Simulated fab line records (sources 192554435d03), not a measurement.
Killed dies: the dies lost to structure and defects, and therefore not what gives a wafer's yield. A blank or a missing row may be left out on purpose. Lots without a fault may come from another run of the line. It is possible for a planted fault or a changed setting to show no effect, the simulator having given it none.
Split-lot study / flow n5_finfet / 21 wafers read from 7 lots, route of 1938 steps

## SPLIT DETAILS
At N5_BEOL_M8_DESCUM_16 (chemistry O2, time 7.9 s), the setting time_s was moved away from the recipe's 7.9 s on 6 of the 21 wafers read, by -15.5% to +17.7%. All remaining wafers had this setting at the recipe value.

The split's own step is where the reading is taken.

## THE READING
CAR-ArF_of_BEOL_M8_COAT_05.thk_nm (the simulator's own value, which no gauge read), in nm, at N5_BEOL_M8_DESCUM_16 (chemistry O2, time 7.9 s). The file does not state a usual value for it. Across the 15 wafers here that went through the recipe, the average is 83.1 nm and the standard deviation 0.14 nm.

wafer=L086.3; tool, chamber at the split=rie_diel-03, 3,0; time_s as run, s=7.9; against the recipe=recipe; CAR-ArF_of_BEOL_M8_COAT_05.thk_nm, nm=83; against lot-mates on the recipe=-
wafer=L086.6; tool, chamber at the split=rie_diel-03, 3,0; time_s as run, s=7.9; against the recipe=recipe; CAR-ArF_of_BEOL_M8_COAT_05.thk_nm, nm=83; against lot-mates on the recipe=-
wafer=L086.4; tool, chamber at the split=rie_diel-03, 2; time_s as run, s=7.9; against the recipe=recipe; CAR-ArF_of_BEOL_M8_COAT_05.thk_nm, nm=83.2; against lot-mates on the recipe=-
wafer=L087.1; tool, chamber at the split=rie_diel-01, 3; time_s as run, s=7.9; against the recipe=recipe; CAR-ArF_of_BEOL_M8_COAT_05.thk_nm, nm=83.2; against lot-mates on the recipe=-
wafer=L087.3; tool, chamber at the split=rie_diel-01, 0,3; time_s as run, s=7.9; against the recipe=recipe; CAR-ArF_of_BEOL_M8_COAT_05.thk_nm, nm=83; against lot-mates on the recipe=-
wafer=L087.6; tool, chamber at the split=rie_diel-01, 0,3; time_s as run, s=7.9; against the recipe=recipe; CAR-ArF_of_BEOL_M8_COAT_05.thk_nm, nm=83; against lot-mates on the recipe=-
wafer=L088.3; tool, chamber at the split=rie_diel-06, 1; time_s as run, s=7.9; against the recipe=recipe; CAR-ArF_of_BEOL_M8_COAT_05.thk_nm, nm=83; against lot-mates on the recipe=-
wafer=L088.4; tool, chamber at the split=rie_diel-06, 2; time_s as run, s=8.369; against the recipe=+5.9%; CAR-ArF_of_BEOL_M8_COAT_05.thk_nm, nm=82.6; against lot-mates on the recipe=-0.5
wafer=L088.5; tool, chamber at the split=rie_diel-06, 2; time_s as run, s=7.9; against the recipe=recipe; CAR-ArF_of_BEOL_M8_COAT_05.thk_nm, nm=83.2; against lot-mates on the recipe=-
wafer=L090.1; tool, chamber at the split=rie_diel-01, 2,0; time_s as run, s=7.9; against the recipe=recipe; CAR-ArF_of_BEOL_M8_COAT_05.thk_nm, nm=83.2; against lot-mates on the recipe=-
wafer=L090.5; tool, chamber at the split=rie_diel-01, 2,0; time_s as run, s=7.9; against the recipe=recipe; CAR-ArF_of_BEOL_M8_COAT_05.thk_nm, nm=83.2; against lot-mates on the recipe=-
wafer=L090.6; tool, chamber at the split=rie_diel-01, 3; time_s as run, s=8.498; against the recipe=+7.6%; CAR-ArF_of_BEOL_M8_COAT_05.thk_nm, nm=82.8; against lot-mates on the recipe=-0.4
wafer=L093.2; tool, chamber at the split=rie_diel-03, 2; time_s as run, s=6.677; against the recipe=-15.5%; CAR-ArF_of_BEOL_M8_COAT_05.thk_nm, nm=83.8; against lot-mates on the recipe=+0.4
wafer=L093.4; tool, chamber at the split=rie_diel-03, 3; time_s as run, s=6.677; against the recipe=-15.5%; CAR-ArF_of_BEOL_M8_COAT_05.thk_nm, nm=84; against lot-mates on the recipe=+0.6
wafer=L093.5; tool, chamber at the split=rie_diel-03, 0; time_s as run, s=7.9; against the recipe=recipe; CAR-ArF_of_BEOL_M8_COAT_05.thk_nm, nm=83.4; against lot-mates on the recipe=-
wafer=L096.1; tool, chamber at the split=rie_diel-01, 0; time_s as run, s=7.9; against the recipe=recipe; CAR-ArF_of_BEOL_M8_COAT_05.thk_nm, nm=83.2; against lot-mates on the recipe=-
wafer=L096.2; tool, chamber at the split=rie_diel-01, 2; time_s as run, s=9.296; against the recipe=+17.7%; CAR-ArF_of_BEOL_M8_COAT_05.thk_nm, nm=82; against lot-mates on the recipe=-1.2
wafer=L096.6; tool, chamber at the split=rie_diel-01, 0; time_s as run, s=9.296; against the recipe=+17.7%; CAR-ArF_of_BEOL_M8_COAT_05.thk_nm, nm=82.4; against lot-mates on the recipe=-0.8
wafer=L097.4; tool, chamber at the split=rie_diel-06, 0,1; time_s as run, s=7.9; against the recipe=recipe; CAR-ArF_of_BEOL_M8_COAT_05.thk_nm, nm=83; against lot-mates on the recipe=-
wafer=L097.5; tool, chamber at the split=rie_diel-06, 0,1; time_s as run, s=7.9; against the recipe=recipe; CAR-ArF_of_BEOL_M8_COAT_05.thk_nm, nm=83; against lot-mates on the recipe=-
wafer=L097.6; tool, chamber at the split=rie_diel-06, 2; time_s as run, s=7.9; against the recipe=recipe; CAR-ArF_of_BEOL_M8_COAT_05.thk_nm, nm=82.8; against lot-mates on the recipe=-
Rows listing several chambers each stand for several wafers; the file does not say which wafer went through which chamber.

THE FIT
A straight line over all 21 wafers: CAR-ArF_of_BEOL_M8_COAT_05.thk_nm changes by -0.0515 nm for each +1% of time_s; r = -0.93; the points scatter about the line by 0.15 nm.
The same after taking each lot's own level away (the mean of its wafers on the recipe; 21 wafers): -0.0467 nm for each +1%; r = -0.94; scatter 0.14 nm.
On that fit, the largest move of time_s shifts the reading by 0.83 nm.
The span of the lots' own levels, 82.93 to 83.40 nm, comes to 3.2 times the standard deviation stated above.
So the lot-to-lot level changes the slope: the two fits differ.
Check: with one of the wafers moved furthest among these (+17.7%) left out of the fit, the line predicts -0.746 nm for it against its lot-mates. It came out at -1.2 nm against them.

## OTHER SPLITS APPLIED TO THESE WAFERS
These wafers also went through other splits before the reading. Each is held against what the fit with the lots' levels taken away leaves over:
other split on the same wafers=N5_BEOL_M7_EXPOSE_25 dose_mj; wafers away from the commonest value=9; r with CAR-ArF_of_BEOL_M8_COAT_05.thk_nm (lot level and that fit taken away)=+0.22
other split on the same wafers=N5_BEOL_M8_EXPOSE_08 dose_mj; wafers away from the commonest value=6; r with CAR-ArF_of_BEOL_M8_COAT_05.thk_nm (lot level and that fit taken away)=+0.03

## THE FILE'S OWN FIT
CAR-ArF_of_BEOL_M8_COAT_05.thk_nm changes by -0.0487 nm for each +1% of time_s, r = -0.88.
